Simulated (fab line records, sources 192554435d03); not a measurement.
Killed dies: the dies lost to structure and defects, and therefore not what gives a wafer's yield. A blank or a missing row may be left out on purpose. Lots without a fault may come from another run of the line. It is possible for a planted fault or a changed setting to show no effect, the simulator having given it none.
Split-lot experiment || flow n5 finfet || 39 wafers read from 7 lots, route of 1938 steps

## ON THE SPLIT
At N5_SD_EPI_N_ETCH_45 (etches SiOCN in CH3F/O2, target depth 6 nm), the setting target depth a was moved away from the recipe's 60 angstrom on 9 of the 39 wafers read, by -44.7% to +33.2%. This setting was run at the recipe's value on the other wafers.

The split's own step is where the reading is taken.

## THE READING
etch.depth nm (the simulator's own value, which no gauge read), in nm, at N5_SD_EPI_N_ETCH_45 (etches SiOCN in CH3F/O2, target depth 6 nm). No usual value for it is given in the file. Average 6.003 nm, standard deviation 0.079 nm, over the 30 wafers here run with the recipe.

{"wafer": "L075.1", "tool, chamber at the split": "rie diel-05, 1", "target depth a as run, angstrom": 60, "against the recipe": "recipe", "etch.depth nm, nm": 6.068, "against lot-mates on the recipe": "-"}
{"wafer": "L075.2", "tool, chamber at the split": "rie diel-05, 2", "target depth a as run, angstrom": 73.5, "against the recipe": "+22.5%", "etch.depth nm, nm": 7.278, "against lot-mates on the recipe": "+1.229"}
{"wafer": "L075.3", "tool, chamber at the split": "rie diel-05, 3", "target depth a as run, angstrom": 73.5, "against the recipe": "+22.5%", "etch.depth nm, nm": 7.303, "against lot-mates on the recipe": "+1.254"}
{"wafer": "L075.4", "tool, chamber at the split": "rie diel-05, 0", "target depth a as run, angstrom": 73.5, "against the recipe": "+22.5%", "etch.depth nm, nm": 7.22, "against lot-mates on the recipe": "+1.171"}
{"wafer": "L075.5", "tool, chamber at the split": "rie diel-05, 1", "target depth a as run, angstrom": 60, "against the recipe": "recipe", "etch.depth nm, nm": 6.148, "against lot-mates on the recipe": "-"}
{"wafer": "L075.6", "tool, chamber at the split": "rie diel-05, 0", "target depth a as run, angstrom": 60, "against the recipe": "recipe", "etch.depth nm, nm": 5.93, "against lot-mates on the recipe": "-"}
{"wafer": "L078.1", "tool, chamber at the split": "rie diel-05, 3", "target depth a as run, angstrom": 60, "against the recipe": "recipe", "etch.depth nm, nm": 5.922, "against lot-mates on the recipe": "-"}
{"wafer": "L078.2", "tool, chamber at the split": "rie diel-05, 1", "target depth a as run, angstrom": 60, "against the recipe": "recipe", "etch.depth nm, nm": 6.072, "against lot-mates on the recipe": "-"}
{"wafer": "L078.3", "tool, chamber at the split": "rie diel-05, 0", "target depth a as run, angstrom": 60, "against the recipe": "recipe", "etch.depth nm, nm": 5.876, "against lot-mates on the recipe": "-"}
{"wafer": "L078.4", "tool, chamber at the split": "rie diel-05, 2", "target depth a as run, angstrom": 60, "against the recipe": "recipe", "etch.depth nm, nm": 5.89, "against lot-mates on the recipe": "-"}
{"wafer": "L078.5", "tool, chamber at the split": "rie diel-05, 1", "target depth a as run, angstrom": 60, "against the recipe": "recipe", "etch.depth nm, nm": 6.046, "against lot-mates on the recipe": "-"}
{"wafer": "L078.6", "tool, chamber at the split": "rie diel-05, 2", "target depth a as run, angstrom": 60, "against the recipe": "recipe", "etch.depth nm, nm": 5.944, "against lot-mates on the recipe": "-"}
{"wafer": "L080.1", "tool, chamber at the split": "rie diel-04, 1", "target depth a as run, angstrom": 60, "against the recipe": "recipe", "etch.depth nm, nm": 6.114, "against lot-mates on the recipe": "-"}
{"wafer": "L080.5", "tool, chamber at the split": "rie diel-04, 0", "target depth a as run, angstrom": 60, "against the recipe": "recipe", "etch.depth nm, nm": 6.058, "against lot-mates on the recipe": "-"}
{"wafer": "L080.6", "tool, chamber at the split": "rie diel-04, 1", "target depth a as run, angstrom": 60, "against the recipe": "recipe", "etch.depth nm, nm": 6.091, "against lot-mates on the recipe": "-"}
{"wafer": "L081.1", "tool, chamber at the split": "rie diel-06, 1", "target depth a as run, angstrom": 60, "against the recipe": "recipe", "etch.depth nm, nm": 6.104, "against lot-mates on the recipe": "-"}
{"wafer": "L081.2", "tool, chamber at the split": "rie diel-06, 3", "target depth a as run, angstrom": 60, "against the recipe": "recipe", "etch.depth nm, nm": 6.017, "against lot-mates on the recipe": "-"}
{"wafer": "L081.3", "tool, chamber at the split": "rie diel-06, 2", "target depth a as run, angstrom": 60, "against the recipe": "recipe", "etch.depth nm, nm": 6.065, "against lot-mates on the recipe": "-"}
{"wafer": "L081.4", "tool, chamber at the split": "rie diel-06, 3", "target depth a as run, angstrom": 60, "against the recipe": "recipe", "etch.depth nm, nm": 6.062, "against lot-mates on the recipe": "-"}
{"wafer": "L081.5", "tool, chamber at the split": "rie diel-06, 2", "target depth a as run, angstrom": 60, "against the recipe": "recipe", "etch.depth nm, nm": 6.077, "against lot-mates on the recipe": "-"}
{"wafer": "L081.6", "tool, chamber at the split": "rie diel-06, 1", "target depth a as run, angstrom": 60, "against the recipe": "recipe", "etch.depth nm, nm": 6.101, "against lot-mates on the recipe": "-"}
{"wafer": "L083.1", "tool, chamber at the split": "rie diel-05, 3", "target depth a as run, angstrom": 60, "against the recipe": "recipe", "etch.depth nm, nm": 5.917, "against lot-mates on the recipe": "-"}
{"wafer": "L083.2", "tool, chamber at the split": "rie diel-05, 0", "target depth a as run, angstrom": 33.18, "against the recipe": "-44.7%", "etch.depth nm, nm": 3.236, "against lot-mates on the recipe": -2.714}
{"wafer": "L083.3", "tool, chamber at the split": "rie diel-05, 1", "target depth a as run, angstrom": 33.18, "against the recipe": "-44.7%", "etch.depth nm, nm": 3.357, "against lot-mates on the recipe": -2.593}
{"wafer": "L083.4", "tool, chamber at the split": "rie diel-05, 0", "target depth a as run, angstrom": 60, "against the recipe": "recipe", "etch.depth nm, nm": 5.884, "against lot-mates on the recipe": "-"}
{"wafer": "L083.5", "tool, chamber at the split": "rie diel-05, 1", "target depth a as run, angstrom": 60, "against the recipe": "recipe", "etch.depth nm, nm": 6.048, "against lot-mates on the recipe": "-"}
{"wafer": "L083.6", "tool, chamber at the split": "rie diel-05, 3", "target depth a as run, angstrom": 33.18, "against the recipe": "-44.7%", "etch.depth nm, nm": 3.289, "against lot-mates on the recipe": -2.661}
{"wafer": "L091.1", "tool, chamber at the split": "rie diel-06, 1", "target depth a as run, angstrom": 60, "against the recipe": "recipe", "etch.depth nm, nm": 5.943, "against lot-mates on the recipe": "-"}
{"wafer": "L091.2", "tool, chamber at the split": "rie diel-06, 2", "target depth a as run, angstrom": 60, "against the recipe": "recipe", "etch.depth nm, nm": 6.06, "against lot-mates on the recipe": "-"}
{"wafer": "L091.3", "tool, chamber at the split": "rie diel-06, 0", "target depth a as run, angstrom": 60, "against the recipe": "recipe", "etch.depth nm, nm": 5.898, "against lot-mates on the recipe": "-"}
{"wafer": "L091.4", "tool, chamber at the split": "rie diel-06, 3", "target depth a as run, angstrom": 60, "against the recipe": "recipe", "etch.depth nm, nm": 5.962, "against lot-mates on the recipe": "-"}
{"wafer": "L091.5", "tool, chamber at the split": "rie diel-06, 0", "target depth a as run, angstrom": 60, "against the recipe": "recipe", "etch.depth nm, nm": 5.957, "against lot-mates on the recipe": "-"}
{"wafer": "L091.6", "tool, chamber at the split": "rie diel-06, 1", "target depth a as run, angstrom": 60, "against the recipe": "recipe", "etch.depth nm, nm": 5.95, "against lot-mates on the recipe": "-"}
{"wafer": "L093.1", "tool, chamber at the split": "rie diel-06, 0", "target depth a as run, angstrom": 79.95, "against the recipe": "+33.2%", "etch.depth nm, nm": 7.898, "against lot-mates on the recipe": "+1.940"}
{"wafer": "L093.2", "tool, chamber at the split": "rie diel-06, 2", "target depth a as run, angstrom": 79.95, "against the recipe": "+33.2%", "etch.depth nm, nm": 7.984, "against lot-mates on the recipe": "+2.026"}
{"wafer": "L093.3", "tool, chamber at the split": "rie diel-06, 1,3", "target depth a as run, angstrom": 60, "against the recipe": "recipe", "etch.depth nm, nm": 5.967, "against lot-mates on the recipe": "-"}
{"wafer": "L093.4", "tool, chamber at the split": "rie diel-06, 1,3", "target depth a as run, angstrom": 60, "against the recipe": "recipe", "etch.depth nm, nm": 5.967, "against lot-mates on the recipe": "-"}
{"wafer": "L093.5", "tool, chamber at the split": "rie diel-06, 0", "target depth a as run, angstrom": 60, "against the recipe": "recipe", "etch.depth nm, nm": 5.939, "against lot-mates on the recipe": "-"}
{"wafer": "L093.6", "tool, chamber at the split": "rie diel-06, 3", "target depth a as run, angstrom": 79.95, "against the recipe": "+33.2%", "etch.depth nm, nm": 8.006, "against lot-mates on the recipe": "+2.048"}
The file does not say which wafer passed through which chamber wherever a row lists several chambers: such a row stands for several wafers.

FIT RESULTS
A straight line over all 39 wafers: etch.depth nm changes by +0.0595 nm for each +1% of target depth a; r = +1.00; the points scatter about the line by 0.078 nm.
The same after taking each lot's own level away (the mean of its wafers on the recipe; 39 wafers): +0.059 nm for each +1%; r = +1.00; scatter 0.064 nm.
On that fit, the largest move of target depth a shifts the reading by 2.6 nm.
The span of the lots' own levels, 5.9497 to 6.0877 nm, comes to 1.7 times the standard deviation stated above.
Consequently the slope shifts little with the lot-to-lot level, the two slopes agreeing.
Check: -2.62 nm against its lot-mates is what the line predicts for one of the wafers moved furthest among these (-44.7%) when that wafer is left out of the fit. Against them it came out at -2.71 nm.

## OTHER SPLITS ON THESE WAFERS
Other splits were also applied to these wafers ahead of the reading. Each is held against what the fit with the lots' levels taken away leaves over:
{"other split on the same wafers": "N5_ZERO_LAYER_DEVELOP_10 develop time s", "wafers away from the commonest value": 15, "r with etch.depth nm (lot level and that fit taken away)": "+0.29"}
{"other split on the same wafers": "N5_FIN_CUT_ETCH_21 time s", "wafers away from the commonest value": 12, "r with etch.depth nm (lot level and that fit taken away)": -0.02}

## FILE'S OWN FIT
etch.depth nm changes by +0.0589 nm for each +1% of target depth a, r = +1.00.
